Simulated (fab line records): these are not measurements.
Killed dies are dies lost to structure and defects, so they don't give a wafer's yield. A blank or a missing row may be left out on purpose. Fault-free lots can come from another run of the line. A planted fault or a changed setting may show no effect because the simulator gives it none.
Which of the tools did it? | flow n5-finfet | 24 lots, 72 wafers sampled, at 3 steps of a route of 1938

## WHAT THE GAUGES SHOWED, per wafer
N5_BEOL_M2_CD_MEAS_11: the cd target is 16.79 nm.
lot  | measured     | on        | cd-nm (nm)
L074 | day 7 07:10  | cd-sem-03 | 16.83 17.04 16.80
L076 | day 7 09:03  | cd-sem-01 | 16.51 16.91 16.82
L075 | day 7 11:01  | cd-sem-02 | 17.24 16.96 17.06
L077 | day 7 11:04  | cd-sem-03 | 16.65 16.93 16.40
L078 | day 7 12:43  | cd-sem-03 | 16.90 16.72 16.75
L079 | day 7 17:51  | cd-sem-03 | 16.67 16.73 16.61
L080 | day 8 05:38  | cd-sem-02 | 16.79 17.37 16.94
L081 | day 8 12:20  | cd-sem-03 | 16.77 16.64 16.70
L082 | day 8 17:05  | cd-sem-03 | 16.69 16.75 16.34
L083 | day 8 18:53  | cd-sem-03 | 16.50 16.95 16.73
L084 | day 8 22:47  | cd-sem-02 | 17.30 16.94 16.76
L086 | day 10 00:37 | cd-sem-01 | 16.81 16.94 16.45
L088 | day 10 03:04 | cd-sem-02 | 16.62 17.00 16.87
L087 | day 10 04:26 | cd-sem-01 | 16.93 16.78 16.91
L085 | day 10 05:46 | cd-sem-02 | 17.02 16.81 17.07
L090 | day 10 10:12 | cd-sem-02 | 17.11 16.74 16.60
L089 | day 10 10:54 | cd-sem-03 | 16.48 16.76 16.64
L091 | day 10 20:05 | cd-sem-03 | 16.81 17.24 16.87
L092 | day 11 01:41 | cd-sem-02 | 16.92 16.99 16.75
L093 | day 11 10:40 | cd-sem-03 | 16.37 17.02 16.69
L095 | day 11 15:58 | cd-sem-03 | 16.53 16.91 17.01
L094 | day 11 16:08 | cd-sem-01 | 16.87 16.76 16.72
L096 | day 12 00:11 | cd-sem-02 | 16.64 17.25 16.87
L097 | day 12 22:38 | cd-sem-02 | 17.00 16.59 16.97

N5_BEOL_M2_CD_MEAS_18: pitch 36 nm, target cd 18 nm.
lot  | measured     | on        | cd-nm (nm)
L074 | day 7 07:55  | cd-sem-02 | 18.4 18.5 18.5
L076 | day 7 10:11  | cd-sem-02 | 18.7 17.8 18.4
L075 | day 7 11:45  | cd-sem-01 | 18.0 18.6 18.3
L077 | day 7 11:55  | cd-sem-02 | 18.2 17.8 18.4
L078 | day 7 13:19  | cd-sem-03 | 18.3 18.0 18.0
L079 | day 7 18:25  | cd-sem-01 | 17.9 17.7 18.1
L080 | day 8 06:11  | cd-sem-01 | 18.0 18.0 17.5
L081 | day 8 13:09  | cd-sem-01 | 18.1 18.0 18.0
L082 | day 8 17:50  | cd-sem-02 | 17.8 17.6 17.8
L083 | day 8 19:37  | cd-sem-03 | 18.4 18.0 18.2
L084 | day 8 23:20  | cd-sem-03 | 18.5 18.8 18.2
L086 | day 10 01:26 | cd-sem-02 | 18.2 18.5 17.5
L088 | day 10 04:32 | cd-sem-03 | 18.2 17.9 18.1
L087 | day 10 05:41 | cd-sem-01 | 18.6 18.0 17.9
L085 | day 10 06:35 | cd-sem-01 | 18.1 18.5 18.1
L090 | day 10 10:54 | cd-sem-02 | 17.8 18.3 18.0
L089 | day 10 11:27 | cd-sem-01 | 17.8 17.7 18.6
L091 | day 10 20:41 | cd-sem-03 | 18.2 18.8 17.9
L092 | day 11 02:14 | cd-sem-02 | 17.8 17.7 18.2
L093 | day 11 11:22 | cd-sem-03 | 17.5 18.1 17.4
L095 | day 11 16:32 | cd-sem-02 | 18.2 17.3 18.4
L094 | day 11 16:41 | cd-sem-03 | 18.2 18.4 18.0
L096 | day 12 00:46 | cd-sem-02 | 18.2 17.5 17.9
L097 | day 13 01:02 | cd-sem-01 | 17.8 17.8 18.5

## EACH LOT AND THE TOOL THAT RAN IT (in order: tool; ch and the chambers of the sampled wafers; start)
lot  | N5_BEOL_M2_HM_DEP_02
L074 | pvd-sputter-02, day 7 06:46
L076 | pvd-sputter-03, day 7 08:39
L075 | pvd-sputter-01, day 7 10:30
L077 | pvd-sputter-01, day 7 10:36
L078 | pvd-sputter-03, day 7 12:11
L079 | pvd-sputter-03, day 7 17:20
L080 | pvd-sputter-03, day 8 05:14
L081 | pvd-sputter-01, day 8 11:49
L082 | pvd-sputter-02, day 8 16:41
L083 | pvd-sputter-02, day 8 17:35
L084 | pvd-sputter-01, day 8 22:22
L086 | pvd-sputter-01, day 10 00:13
L088 | pvd-sputter-01, day 10 02:32
L087 | pvd-sputter-01, day 10 04:02
L085 | pvd-sputter-02, day 10 05:22
L090 | pvd-sputter-02, day 10 09:49
L089 | pvd-sputter-01, day 10 10:30
L091 | pvd-sputter-01, day 10 19:34
L092 | pvd-sputter-02, day 11 01:09
L093 | pvd-sputter-01, day 11 10:16
L095 | pvd-sputter-01, day 11 15:26
L094 | pvd-sputter-01, day 11 15:32
L096 | pvd-sputter-03, day 11 23:40
L097 | pvd-sputter-03, day 12 22:04
- N5_BEOL_M2_HM_DEP_02: deposits TiN, target thk 20 nm.

## AS READ BY THE TOOLS THEMSELVES (means over the sampled wafers that have a number; for cases with no such wafer, the mark the record gives instead)
N5_BEOL_M2_HM_DEP_02.
lot  | tool           | throttle-valve-pct (%)
L074 | pvd-sputter-02 | 29.9
L076 | pvd-sputter-03 | 30.6
L075 | pvd-sputter-01 | 29.3
L077 | pvd-sputter-01 | 29.0
L078 | pvd-sputter-03 | 30.8
L079 | pvd-sputter-03 | 30.7
L080 | pvd-sputter-03 | 30.6
L081 | pvd-sputter-01 | 29.3
L082 | pvd-sputter-02 | 30.1
L083 | pvd-sputter-02 | 30.0
L084 | pvd-sputter-01 | 29.4
L086 | pvd-sputter-01 | 29.1
L088 | pvd-sputter-01 | 29.7
L087 | pvd-sputter-01 | 29.7
L085 | pvd-sputter-02 | 29.9
L090 | pvd-sputter-02 | 29.7
L089 | pvd-sputter-01 | 29.3
L091 | pvd-sputter-01 | 28.6
L092 | pvd-sputter-02 | 29.8
L093 | pvd-sputter-01 | 29.8
L095 | pvd-sputter-01 | 29.8
L094 | pvd-sputter-01 | 29.3
L096 | pvd-sputter-03 | 30.8
L097 | pvd-sputter-03 | 30.7

## THE ANSWER, worked out from the rows above alone
Rule: the usual values come from the lots themselves. Put in order of their means at a reading, lots are off if they are a third of the lots or fewer, leave a main group of 4 or more, and stand apart from it by a gap of 3 or more times the standard deviation of the main group's means; of several such gaps the widest counts. If all means in a main group match to the digits the tables above print for the reading, that group is not used. A lot without any number at a reading at which 4 lots or more have one is off too. Where the step has rows for the other lots, those lots are counted as sound. Order of review: gauges by route order, followed by the tools' own readings, for which a lot's mean as printed above is used. The first step at which some lot is off is used, and at that step the reading that is off furthest; a lot without a number counts as furthest.
Across all readings shown, no lot is off: no conclusion can be drawn from this.

## WHAT WAS PUT IN BY THE SIMULATOR
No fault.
